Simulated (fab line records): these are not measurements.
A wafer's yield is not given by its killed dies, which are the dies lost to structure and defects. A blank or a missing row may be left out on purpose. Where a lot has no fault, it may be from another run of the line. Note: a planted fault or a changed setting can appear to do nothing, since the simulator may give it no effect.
fab line records	flow nand_harc
record lots=12	wafers=36	last_day=24
route steps=1159 shown P_BONDPAD@380 A_ONON_D1@436 A_CHANNEL_HOLE_D1@462
lots with no fault: from the same line, run without faults
start_h: the number of hours between the record's first day and the start of the first shown wafer of the lot	wait_h: hours since the lot's step before	" the same as in the row above	L1.1+2: several wafers, shown together as one row	- no value, or no start was given	* or withheld: withheld	< > ~ a bound
route shown NAME@n: names a module that has steps shown in the file, with the first one's number in the route	usual: the fault-free wafers' mean and standard deviation	same: alike in all rows	chamber/n: place in a boat	sites: per-site readings	_std_site: standard deviation across them	_edge_site: mean of outer sites minus mean of inner sites	radius_mm: for every site, how far away it sits from the centre of the wafer	mask NAME#n: copy n	behind: the most recent tool/chamber to have shaped the wafer	hold: cause of the lot's hold/its duration in hours/its outcome	device: names the non-switching transistor (n, p or np)	end of line: tests of these same wafers at the route's end	a step with no rows: only its recipe	killed: count of dies lost to structure and defects at first sort (not the wafer's yield)	map: per-die view of a wafer (x killed, . not killed, _ where there is no die)
set.NAME: the setting the step ran with; set.NAME@STEP: the setting that earlier step ran with	model.NAME: the simulator's own value behind a step, which no gauge read
one table for each step of the route and one row for each wafer, over a sample of lots
services: the hour from which a tool's chamber was out of use, counted from the record's first day as start_h (under 0 if before that day), plus the number of hours and why
## steps
# step NHARC_P_BONDPAD_CMP_19
# recipe t_overpolish_s=30	cu_recess_touch_s=16	target_thk_nm=160.81
# usual motor_current_A=11.7/1.4	overpolish_run_s=30.001/0.0094
lot.wafer	tool	chamber	start_h	wait_h	motor_current_A	overpolish_run_s
L512.4	cmp-02	3	140.92	-	11.6	29.997
L512.1	"	0	"	"	13.3	30.008
L512.6	"	2	"	"	11.1	29.996
L513.2	cmp-04	2	146.34	-	10.3	30.004
L513.4	"	3	"	"	12.0	29.990
L513.1	"	0	"	"	11.5	30.021
L514.3	cmp-02	0	147.42	-	13.5	30.005
L514.1	"	3	"	"	11.5	30.018
L514.5	"	1	"	"	9.3	30.007
L519.3	cmp-02	0	171.40	-	13.7	30.015
L519.2	"	3	"	"	11.4	30.003
L519.5	"	0	"	"	13.6	30.007
L522.2	cmp-04	1	182.07	-	11.4	29.999
L522.4	"	3	"	"	11.4	30.011
L522.6	"	2	"	"	10.7	30.003
L523.4	cmp-04	3	211.18	-	11.5	29.998
L523.6	"	1	"	"	11.6	29.997
L523.5	"	2	"	"	10.5	30.005
L524.4	cmp-04	0	212.78	-	12.1	29.996
L524.2	"	1	"	"	11.3	29.986
L524.6	"	1	"	"	11.0	30.001
L527.4	cmp-03	2	227.72	-	11.9	29.996
L527.1	"	3	"	"	12.0	29.990
L527.5	"	3	"	"	11.2	30.005
L529.1	cmp-02	3	230.75	-	11.6	29.993
L529.3	"	1	"	"	9.1	30.008
L529.2	"	2	"	"	10.6	30.008
L528.3	cmp-03	2	232.58	-	12.7	29.997
L528.4	"	3	"	"	12.4	30.006
L528.6	"	0	"	"	13.5	30.006
L534.3	cmp-04	2	263.08	-	11.1	29.996
L534.5	"	2	"	"	11.3	30.008
L534.6	"	3	"	"	11.7	30.003
L535.4	cmp-02	2	267.74	-	11.2	29.976
L535.2	"	3	"	"	11.5	29.991
L535.1	"	1	"	"	10.0	29.992
# step NHARC_A_ONON_D1_DEP_16
# recipe target_thk_a=10000	n2_flow_sccm=2750	n2o_flow_sccm=2000	nh3_flow_sccm=500	sih4_flow_sccm=210	temp_c=400
# usual n2o_flow_sccm=1998/6.4	nh3_flow_sccm=500.2/1.7
lot.wafer	tool	chamber	start_h	wait_h	n2o_flow_sccm	nh3_flow_sccm
L512.1	pecvd_onon-02	0	174.71	0.1	2006	499.3
L512.4	"	0	"	"	2006	499.8
L512.6	"	0	"	"	2008	501.1
L514.1	pecvd_onon-04	0	179.90	0.1	2003	498.0
L514.3	"	0	"	"	2007	498.3
L514.5	"	0	"	"	2015	498.4
L513.1	pecvd_onon-03	0	179.98	0.1	1993	499.9
L513.2	"	0	"	"	1995	498.5
L513.4	"	0	"	"	2000	498.1
L519.2	pecvd_onon-04	0	202.99	0.1	1992	501.7
L519.3	"	0	"	"	1999	502.1
L519.5	"	0	"	"	2001	502.4
L522.2	pecvd_onon-03	0	217.70	0.1	1996	499.3
L522.4	"	0	"	"	1991	501.3
L522.6	"	0	"	"	1994	502.6
L524.2	pecvd_onon-02	0	245.53	0.1	2001	501.3
L524.4	"	0	"	"	1996	501.4
L524.6	"	0	"	"	1992	499.9
L523.4	pecvd_onon-03	0	245.64	0.2	1995	500.2
L523.5	"	0	"	"	1992	499.7
L523.6	"	0	"	"	2000	499.6
L527.1	pecvd_onon-02	0	261.62	0.1	2001	500.0
L527.4	"	0	"	"	1990	500.2
L527.5	"	0	"	"	1994	501.1
L529.1	pecvd_onon-02	0	265.06	0.1	1983	502.0
L529.2	"	0	"	"	1990	504.2
L529.3	"	0	"	"	1992	502.4
L528.3	pecvd_onon-04	0	265.18	0.2	2001	503.1
L528.4	"	0	"	"	1998	502.1
L528.6	"	0	"	"	2005	499.8
L534.3	pecvd_onon-04	0	296.37	0.2	1994	500.3
L534.5	"	0	"	"	2002	498.7
L534.6	"	0	"	"	1999	499.5
L535.1	pecvd_onon-02	0	306.20	0.1	1986	498.8
L535.2	"	0	"	"	1991	500.7
L535.4	"	0	"	"	1992	499.6
# step NHARC_A_ONON_D1_THK_MEAS_18
# recipe thk_meas_gauge=ellipsometry
# usual thk_nm=1001/12
lot.wafer	tool	chamber	start_h	wait_h	thk_nm
L512.1	film_metro-02	-	175.22	-	994
L512.4	"	-	"	"	996
L512.6	"	-	"	"	994
L514.1	film_metro-01	-	180.42	-	1009
L514.3	"	-	"	"	1007
L514.5	"	-	"	"	1007
L513.1	film_metro-01	-	180.49	-	997
L513.2	"	-	"	"	997
L513.4	"	-	"	"	998
L519.2	film_metro-02	-	203.45	-	1001
L519.3	"	-	"	"	1002
L519.5	"	-	"	"	1003
L522.2	film_metro-02	-	218.16	-	827
L522.4	"	-	"	"	828
L522.6	"	-	"	"	830
L524.2	film_metro-02	-	245.97	-	1019
L524.4	"	-	"	"	1019
L524.6	"	-	"	"	1017
L523.4	film_metro-01	-	245.98	-	833
L523.5	"	-	"	"	833
L523.6	"	-	"	"	830
L527.1	film_metro-01	-	262.14	-	1016
L527.4	"	-	"	"	1017
L527.5	"	-	"	"	1016
L528.3	film_metro-01	-	265.57	-	1022
L528.4	"	-	"	"	1022
L528.6	"	-	"	"	1020
L529.1	film_metro-02	-	265.58	-	995
L529.2	"	-	"	"	996
L529.3	"	-	"	"	996
L534.3	film_metro-01	-	296.77	-	984
L534.5	"	-	"	"	986
L534.6	"	-	"	"	987
L535.1	film_metro-02	-	306.71	-	990
L535.2	"	-	"	"	987
L535.4	"	-	"	"	989
# step NHARC_A_CHANNEL_HOLE_D1_CD_MEAS_10
# recipe target_cd_nm=100	landing_energy_ev=500
# usual cd_nm=99.8/0.43
lot.wafer	tool	chamber	start_h	wait_h	cd_nm
L512.1	cd_sem-03	0	184.06	-	100.1
L512.4	"	0	"	"	100.1
L512.6	"	0	"	"	99.9
L514.1	cd_sem-01	0	185.98	-	99.9
L514.3	"	0	"	"	99.9
L514.5	"	0	"	"	99.7
L513.1	cd_sem-03	0	187.98	-	99.6
L513.2	"	0	"	"	100.3
L513.4	"	0	"	"	99.7
L519.2	cd_sem-02	0	209.93	-	99.5
L519.3	"	0	"	"	99.4
L519.5	"	0	"	"	99.4
L522.2	cd_sem-02	0	224.20	-	99.3
L522.4	"	0	"	"	99.4
L522.6	"	0	"	"	99.3
L524.2	cd_sem-01	0	252.12	-	99.7
L524.4	"	0	"	"	99.2
L524.6	"	0	"	"	99.8
L523.4	cd_sem-01	0	252.31	-	100.1
L523.5	"	0	"	"	99.7
L523.6	"	0	"	"	100.5
L527.1	cd_sem-02	0	268.53	-	98.9
L527.4	"	0	"	"	100.0
L527.5	"	0	"	"	99.8
L528.3	cd_sem-01	0	273.02	-	99.4
L528.4	"	0	"	"	99.9
L528.6	"	0	"	"	99.6
L529.1	cd_sem-03	0	274.29	-	100.3
L529.2	"	0	"	"	100.3
L529.3	"	0	"	"	100.2
L534.3	cd_sem-02	0	304.66	-	100.0
L534.5	"	0	"	"	99.9
L534.6	"	0	"	"	100.1
L535.1	cd_sem-02	0	314.30	-	99.7
L535.2	"	0	"	"	99.7
L535.4	"	0	"	"	100.1
# step NHARC_A_CHANNEL_HOLE_D1_ETCH_39
# recipe target_depth_a=2600	over_etch_frac=0.3	time_s=325	ion_energy_ev=200	n2_flow_sccm=150	h2_flow_sccm=150	ar_flow_sccm=0	rf_w=400	bias_w=150	chemistry=N2/H2
# usual drypump_motor_current_A=5.68/0.25	mfc_ar_sccm=0.007/0.0073	oes_product_au=1.001/0.011	rf_vpp_V=430.1/2.7	showerhead_plenum_p_Torr=2.03/0.094	throttle_valve_pct=14.171/0.0093
lot.wafer	tool	chamber	start_h	wait_h	drypump_motor_current_A	mfc_ar_sccm	oes_product_au	rf_hours_counter_h	rf_vpp_V	showerhead_plenum_p_Torr	throttle_valve_pct
L512.4	rie_diel-05	0	-	-	5.36	0.013	0.997	1	430.5	2.06	14.162
L512.1	"	1	"	"	5.06	0.011	1.018	1	425.6	1.91	14.178
L512.6	"	1	"	"	5.05	0.011	1.003	-	426.8	1.91	14.167
L514.1	rie_diel-08	0	-	-	5.52	0.003	1.004	4	428.9	1.96	14.182
L514.3	"	1	"	"	5.61	0	1.015	3	432.6	2.09	14.192
L514.5	"	3	"	"	5.78	0.007	1.008	-	427.2	1.91	14.167
L513.1	rie_diel-08	3	-	-	5.78	0.007	1.018	4	427.4	1.91	14.184
L513.2	"	0	"	"	5.54	0.003	0.987	4	428.1	1.96	14.175
L513.4	"	2	"	"	5.57	0.020	0.991	4	435.3	2.19	14.173
L519.2	rie_diel-05	2	-	-	5.81	0	0.987	3	427.7	1.99	14.178
L519.3	"	0	"	"	5.38	0.013	0.984	3	430.2	2.06	14.165
L519.5	"	0	"	"	5.36	0.013	0.981	-	429.1	2.06	14.177
L522.4	rie_diel-03	1	-	-	6.16	0	0.993	0	433.5	2.11	14.183
L522.2	"	2	"	"	6.02	0	0.988	0	428.2	1.96	14.177
L522.6	"	1	"	"	6.15	0	0.995	-	431.1	2.11	14.172
L524.4	rie_diel-08	2	-	-	5.59	0.020	1.002	7	433.8	2.19	14.157
L524.2	"	0	"	"	5.50	0.003	0.990	9	428.0	1.96	14.177
L524.6	"	3	"	"	5.80	0.007	1.005	-	426.6	1.91	14.163
L523.4	rie_diel-05	1	-	-	5.05	0.011	1.014	6	427.0	1.91	14.157
L523.5	"	2	"	"	5.78	0	1.000	-	428.0	1.99	14.168
L523.6	"	3	"	"	5.91	0.017	0.987	-	428.9	1.97	14.174
L527.4	rie_diel-08	1	-	-	5.63	0	1.003	9	433.3	2.09	14.179
L527.1	"	2	"	"	5.56	0.020	1.000	8	434.2	2.19	14.169
L527.5	"	1	"	"	5.62	0	1.012	-	430.7	2.09	14.183
L528.3	rie_diel-08	1	-	-	5.62	0	1.003	9	433.1	2.09	14.159
L528.4	"	3	"	"	5.79	0.007	1.006	9	426.6	1.91	14.161
L528.6	"	1	"	"	5.63	0	1.007	-	431.8	2.09	14.181
L529.2	rie_diel-05	1	-	-	5.05	0.011	1.017	7	425.2	1.91	14.170
L529.3	"	2	"	"	5.76	0	1.000	9	430.8	1.99	14.175
L529.1	"	0	"	"	5.38	0.013	0.999	9	430.6	2.06	14.171
L534.3	rie_diel-03	1	-	-	6.15	0	0.997	5	430.1	2.11	14.168
L534.6	"	0	"	"	5.89	0.016	0.989	-	431.0	2.02	14.170
L534.5	"	1	"	"	6.15	0	0.996	-	433.0	2.11	14.179
L535.4	rie_diel-05	3	-	-	5.91	0.017	1.003	11	429.4	1.97	14.188
L535.2	"	0	"	"	5.37	0.013	1.001	11	431.3	2.06	14.173
L535.1	"	2	"	"	5.77	0	0.995	11	429.7	1.99	14.187
## services
tool	chamber	start_h	hours	kind
rie_diel-05	0	118.10	-	clean
rie_diel-08	-	124.80	9.0	pm
cmp-02	-	128.50	4.0	pm
rie_diel-03	2	134.41	12.3	repair
cmp-04	-	141.22	0.3	repair
pecvd_onon-03	-	153.00	13.0	pm
cmp-03	-	157.67	0.6	repair
cmp-03	-	161.98	4.0	pm
rie_diel-05	-	163.60	9.0	pm
cmp-03	-	172.53	1.9	repair
cmp-04	-	192.83	1.1	repair
cmp-04	-	203.00	4.0	pm
rie_diel-05	1	207.98	10.8	repair
rie_diel-03	-	215.30	9.0	pm
cmp-02	-	226.50	4.0	pm
pecvd_onon-03	-	234.90	6.8	repair
pecvd_onon-04	-	237.02	13.0	pm
cmp-03	-	259.98	4.0	pm
cmp-02	-	261.47	1.9	repair
cmp-04	-	280.86	1.4	repair
pecvd_onon-02	-	292.00	13.0	pm
cmp-04	-	301.00	4.0	pm
rie_diel-08	-	301.80	9.0	pm
cmp-04	-	311.16	0.9	repair
## key
first_sign step=NHARC_A_ONON_D1_THK_MEAS_18	reading=thk_nm	direction=down	sigmas=15	usual=1001	struck=830
effect none on later readings
met_at NHARC_A_ONON_D1_DEP_16
struck_lots L522,L523
tester_left_out L522,L523
not_acting_at NHARC_P_BONDPAD_CMP_19,NHARC_A_CHANNEL_HOLE_D1_CD_MEAS_10,NHARC_A_CHANNEL_HOLE_D1_ETCH_39
onset_between 179.98 217.70
fault kind=site_profile_drift	tool=pecvd_onon-03	chamber=-	onset_h=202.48	steps=NHARC_A_ONON_D1_DEP_16	basis=fraction	max_abs_drift=0.36974	slope_share_per_hr=82.164	site_pattern=0,0,0,0,0,-1,-1,-1,-1
# tester_left_out: of these lots the tester's yield and bins aren't shown, on N5 and GAA mostly nor the transistor test; their killed dies are dies lost to structure and defects alone, not to doping, threshold or leakage, so they don't give the yield
